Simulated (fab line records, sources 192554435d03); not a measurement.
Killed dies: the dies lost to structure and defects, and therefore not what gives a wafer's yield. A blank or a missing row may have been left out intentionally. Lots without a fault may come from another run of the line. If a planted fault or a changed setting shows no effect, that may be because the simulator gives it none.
Split-lot study	flow n5_finfet	21 wafers read across 7 lots, on a route 1938 steps long

## ABOUT THE SPLIT
At N5_FIN_SAQP_HM_DEP_03 (deposits SiNx from SiH4/NH3/N2, target thk 38 nm, time 33.6 s), the setting time_s was moved away from the recipe's 33.6 s on 7 of the 21 wafers read, by -7.1% to +11.1%. The other wafers ran this setting at the recipe's value.

## FROM THE SPLIT TO THE READING: what the file shows between them, 18 steps
- N5_FIN_SAQP_THK_MEAS_05
- N5_FIN_SAQP_PECVD_06: deposits a-Si from SiH4/He, target thk 60 nm, time 48.1 s (also split here: time_s)
- N5_FIN_SAQP_THK_MEAS_07
- N5_FIN_SAQP_MANDREL_ETCH_22: etches a-Si in HBr/Cl2, stops on SiNx, target depth 60 nm, bt time 10 s, time 30 s (also split here: icp_w)
- N5_FIN_SAQP_STRIP_55: strips in N2/H2
- N5_FIN_SAQP_STRIP_23: strips in SPM, time 750 s
- N5_FIN_SAQP_ETCH_57: etches SiNx in CH3F/O2, target depth 32.5 nm, time 46.4 s
- N5_FIN_SAQP_ETCH_65: etches SiO2 in CF4, target depth 4 nm, time 4.4 s
- N5_FIN_SAQP_MANDREL_ETCH_58: etches a-Si in HBr/Cl2, stops on SiNx, target depth 45 nm, bt time 10 s, time 27 s
- N5_FIN_SAQP_RECESS_63: chemistry HF/NH3, target SiO2, target depth 18 nm, afs cycles 3, sublimation time 60 s
- N5_FIN_SAQP_COAT_68: time 60 s, resist thk 100 nm
- N5_FIN_SAQP_SPACER2_ALD_28: deposits SiO2, target thk 8.1 nm, pulse time 1 s, purge time 2 s
- N5_FIN_SAQP_SPACER2_ETCHBACK_29: etches SiO2 in CHF3/O2, target depth 12.2 nm, time 6.1 s
- N5_FIN_SAQP_MANDREL2_REMOVE_60: chemistry HBr/Cl2/O2, target a-Si, stops on SiNx, bt time 10 s
- N5_FIN_SAQP_HM_OPEN_33: chemistry CH3F/O2, target SiNx, target depth 49.4 nm, time 70.6 s
- N5_FIN_SAQP_ETCH_34: etches SiO2 in C4F6/O2, target depth 45 nm, time 15 s
- N5_FIN_SAQP_STRIP_77: strips in N2/H2, time 90 s
- N5_FIN_SAQP_ETCH_64: etches SiO2 in CF4, target depth 1.5 nm

## THE READING
SiNx_of_FIN_SAQP_HM_DEP_03.thk_nm (the simulator's own value, which no gauge read), in nm, at N5_FIN_SAQP_FIN_ETCH_36 (etches the open film in HBr/Cl2/O2, target depth 120 nm, time 50.4 s). The file gives no usual value for it. Here, 14 wafers ran the recipe; their average is 21.4 nm with a standard deviation of 0.55 nm.

wafer	tool, chamber at the split	time_s as run, s	against the recipe	SiNx_of_FIN_SAQP_HM_DEP_03.thk_nm, nm	against lot-mates on the recipe
L075.2	pecvd-02, 1	31.92	-5.0%	20	-2.0
L075.4	pecvd-02, 0	31.92	-5.0%	18.6	-3.4
L075.6	pecvd-02, 2	33.6	recipe	22	-
L077.3	pecvd-01, 1	33.6	recipe	21.4	-
L077.6	pecvd-01, 1	33.6	recipe	21.4	-
L077.5	pecvd-01, 0	31.22	-7.1%	18	-3.4
L078.2	pecvd-02, 2	33.6	recipe	21.6	-
L078.4	pecvd-02, 0	33.6	recipe	20.6	-
L078.6	pecvd-02, 2	33.6	recipe	22	-
L079.2	pecvd-02, 1	33.6	recipe	21.8	-
L079.4	pecvd-02, 0	33.6	recipe	20.6	-
L079.6	pecvd-02, 2	33.6	recipe	22.2	-
L086.1	pecvd-03, 0	33.6	recipe	20.8	-
L086.2	pecvd-03, 1	31.82	-5.3%	19	-1.8
L086.6	pecvd-03, 1	31.82	-5.3%	19.6	-1.2
L087.2	pecvd-03, 2	33.6	recipe	21	-
L087.6	pecvd-03, 0	33.6	recipe	21	-
L087.3	pecvd-03, 0	33.6	recipe	20.8	-
L089.2	pecvd-03, 0	37.33	+11.1%	25.4	+3.4
L089.5	pecvd-03, 2	37.33	+11.1%	26.8	+4.8
L089.6	pecvd-03, 1	33.6	recipe	22	-

FIT RESULTS
A straight line over all 21 wafers: SiNx_of_FIN_SAQP_HM_DEP_03.thk_nm changes by +0.426 nm for each +1% of time_s; r = +0.96; the points scatter about the line by 0.59 nm.
The same after taking each lot's own level away (the mean of its wafers on the recipe; 21 wafers): +0.391 nm for each +1%; r = +0.95; scatter 0.6 nm.
On that fit, the largest move of time_s shifts the reading by 4.3 nm.
The lots' own levels span 20.80 to 22.00 nm, that is 2.2 times the standard deviation above.
The two slopes agree, so the slope changes little with the lot-to-lot level.
Check: for one of the wafers moved furthest among these (+11.1%), held out of the fit, the line's prediction against its lot-mates is +4.79 nm. It came out at +3.4 nm against them.

## THE OTHER SPLITS THESE WAFERS WENT THROUGH
Before the reading, these wafers also passed through other splits. Each is held against what the fit with the lots' levels taken away leaves over:
other split on the same wafers	wafers away from the commonest value	r with SiNx_of_FIN_SAQP_HM_DEP_03.thk_nm (lot level and that fit taken away)
N5_FIN_SAQP_PECVD_06 time_s	11	-0.37
N5_FIN_SAQP_MANDREL_ETCH_22 icp_w	5	-0.02

## THE WHOLE CHAIN: every reading that the file lists as answering this split, in the file's order
step	what it does	reading	change (the file's fit)	r (the file's)
N5_FIN_SAQP_HM_DEP_03	deposits SiNx from SiH4/NH3/N2, target thk 38 nm, time 33.6 s	SiNx_of_FIN_SAQP_HM_DEP_03.thk_nm (the simulator's own value, which no gauge read)	+0.334 nm for each +1% of the setting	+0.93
N5_FIN_SAQP_THK_MEAS_05		thk_nm	withheld for each +1% of the setting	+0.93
N5_FIN_SAQP_MANDREL_ETCH_58	etches a-Si in HBr/Cl2, stops on SiNx, target depth 45 nm, bt time 10 s, time 27 s	SiNx_of_FIN_SAQP_HM_DEP_03.thk_nm (the simulator's own value, which no gauge read)	+0.339 nm for each +1% of the setting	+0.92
N5_FIN_SAQP_MANDREL2_REMOVE_60	chemistry HBr/Cl2/O2, target a-Si, stops on SiNx, bt time 10 s	SiNx_of_FIN_SAQP_HM_DEP_03.thk_nm (the simulator's own value, which no gauge read)	+0.346 nm for each +1% of the setting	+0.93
N5_FIN_SAQP_HM_OPEN_33	chemistry CH3F/O2, target SiNx, target depth 49.4 nm, time 70.6 s	etch.depth_nm (the simulator's own value, which no gauge read)	+0.344 nm for each +1% of the setting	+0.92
N5_FIN_SAQP_FIN_ETCH_36	etches the open film in HBr/Cl2/O2, target depth 120 nm, time 50.4 s	SiNx_of_FIN_SAQP_HM_DEP_03.thk_nm (the simulator's own value, which no gauge read)	+0.402 nm for each +1% of the setting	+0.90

## THE FILE'S OWN FIT
SiNx_of_FIN_SAQP_HM_DEP_03.thk_nm changes by +0.402 nm for each +1% of time_s, r = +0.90.
